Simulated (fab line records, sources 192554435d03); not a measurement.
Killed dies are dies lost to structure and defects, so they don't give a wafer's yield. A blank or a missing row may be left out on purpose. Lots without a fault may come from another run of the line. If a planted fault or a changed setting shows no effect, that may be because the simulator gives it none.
A lot that was struck, set against a sound lot + flow n5 finfet + 27 out of 1938 route steps
Sound: wafers L700.1, L700.2, L700.5. The struck wafers were L714.1, L714.2, L714.3. The cause comes at the end.
Per side, at each step with rows, come the tool, then ch with its chambers, and then its first start. Under that, the readings that differ: sound wafers + struck wafers + difference of the means + sigmas: that difference in standard deviations of wafers without a fault.
alike: words and numbers the same on both sides, and readings whose means are apart by under 2 such deviations; not compared: readings that were withheld, readings missing a value for some wafer, numbers with overlapping values and no deviation given by the record, and bounds like >300 which may hide the same value.
A row with sigmas, a row that says differs or no value, or rows on one side alone: a step with any of these is where the two part. Non-overlapping numbers with no deviation appear without sigmas and do not part them. A reading that every wafer of one side lacks parts them only if that side has two wafers or more.

N5_BEOL_M14_PRE_CLEAN_42: time 30 s.
  struck on pvd sputter-03, day 17 14:45; sound on pvd sputter-03, day 12 18:09
  alike: heater power w
then, 2 steps without rows for these wafers: N5_BEOL_M14_SPUTTER_43 (material TaN, target thk 15 nm, time 24.19 s); N5_BEOL_M14_SPUTTER_44 (material Ta, target thk 15 nm, time 24.19 s).
N5_BEOL_M14_SPUTTER_45: material Cu, target thk 100 nm, time 16.67 s.
  struck on pvd sputter-03, day 17 14:57; sound on pvd sputter-03, day 12 18:21
  alike: chuck gas flow sccm, throttle valve pct
then, 2 steps without rows for these wafers: N5_BEOL_M14_ECD_47 (material Cu, target thk 1248 nm); N5_BEOL_M14_ANNEAL_48 (time 90 s).
N5_BEOL_M14_CMP_49: polishes, stops on SiO2, t overpolish 5.2 s, target thk 560 nm.
  sound on cmp-02 ch 0,2,3, day 12 18:58; struck on cmp-01 ch 0,1,3, day 17 15:58
  alike: barrier field endpoint s, motor current A, overpolish run s, time to endpoint s
N5_BEOL_M14_THK_MEAS_50: measures by xrf.
  struck on film metro-02, day 17 16:15; sound on film metro-01, day 12 19:15
  alike: M14_THK
then, 1 step without rows for these wafers: N5_BEOL_M14_PRE_CLEAN_52 (time 15 s).
N5_BEOL_M14_DEP_53: deposits SiCN from 3MS/NH3, target thk 50 nm, time 17.8 s.
  sound on pecvd-03 ch 0,2, day 12 19:20; struck on pecvd-03 ch 0,1,2, day 17 16:19
  alike: showerhead plenum p Torr, throttle valve pct
  not compared: since wet clean h
N5_BEOL_M14_RS_MEAS_54: uses a four-point probe to measure.
  struck on film metro-02, day 17 16:23; sound on film metro-02, day 12 19:25
  alike: M14_RS
N5_BEOL_M14_INSPECT_55: inspects for defects (darkfield).
  struck on defect inspect-01, day 17 16:24; sound on defect inspect-02, day 12 19:26
  alike: raw defect count
N5_BEOL_M15_ILD_DEP_00: deposits SiO2 from TEOS/O2, target thk 1629.3 nm, time 346.1 s.
  sound on pecvd-04 ch 0,1,2, day 12 19:28; struck on pecvd-03 ch 0,1,2, day 17 16:26
  alike: heater power w, showerhead plenum p Torr, throttle valve pct
  not compared: since wet clean h
N5_BEOL_M15_THK_MEAS_01:
  struck on film metro-02, day 17 16:41; sound on film metro-01, day 12 19:43
  alike: M15_ILD_THK
then, 8 steps without rows for these wafers: N5_BEOL_M15_COAT_58 (time 60 s, resist thk 89 nm); N5_BEOL_M15_COAT_04 (resist thk 800 nm); N5_BEOL_M15_EBR_06; N5_BEOL_M15_SOFTBAKE_05 (time 60 s); N5_BEOL_M15_EXPOSE_07 (exposes mask V14); N5_BEOL_M15_PEB_08 (peb time 90 s); N5_BEOL_M15_DEVELOP_09 (develop time 45 s); N5_BEOL_M15_HARDBAKE_14 (time 120 s).
N5_BEOL_M15_CD_MEAS_10: target cd 360 nm.
  sound on cd sem-02 ch 0, day 12 20:09; struck on cd sem-02 ch 0, day 17 17:00
  alike: cd nm
N5_BEOL_M15_OVL_MEAS_11:
  sound on overlay-01 ch 0, day 12 20:11; struck on overlay-02 ch 0, day 17 17:02
  alike: V14_OVL
N5_BEOL_M15_INSPECT_12: inspects for defects (macro).
  struck on defect inspect-01, day 17 17:03; sound on defect inspect-02, day 12 20:13
| reading          | sound | struck      | difference | sigmas      |
|------------------|-------|-------------|------------|-------------|
| raw defect count | 0 1 2 | 239 264 267 | +256       | +99 or more |
N5_BEOL_M15_DESCUM_15: chemistry O2, time 7.9 s.
  sound on rie diel-05 ch 1,2, day 12 20:14; struck on rie diel-05 ch 1,2,3, day 17 17:05
  alike: chamber pressure mTorr, drypump motor current A, oes product au, rf vpp V, showerhead plenum p Torr, throttle valve pct
  not compared: rf hours counter h
N5_PASSIVATION_PROBE_49:
  record: rows for the struck wafers here (prober-02, day 18 12:25), none for the sound ones

WHERE THEY PART
First at N5_BEOL_M15_INSPECT_12; last, within this record, at N5_PASSIVATION_PROBE_49.

WHY: what the simulator had put in
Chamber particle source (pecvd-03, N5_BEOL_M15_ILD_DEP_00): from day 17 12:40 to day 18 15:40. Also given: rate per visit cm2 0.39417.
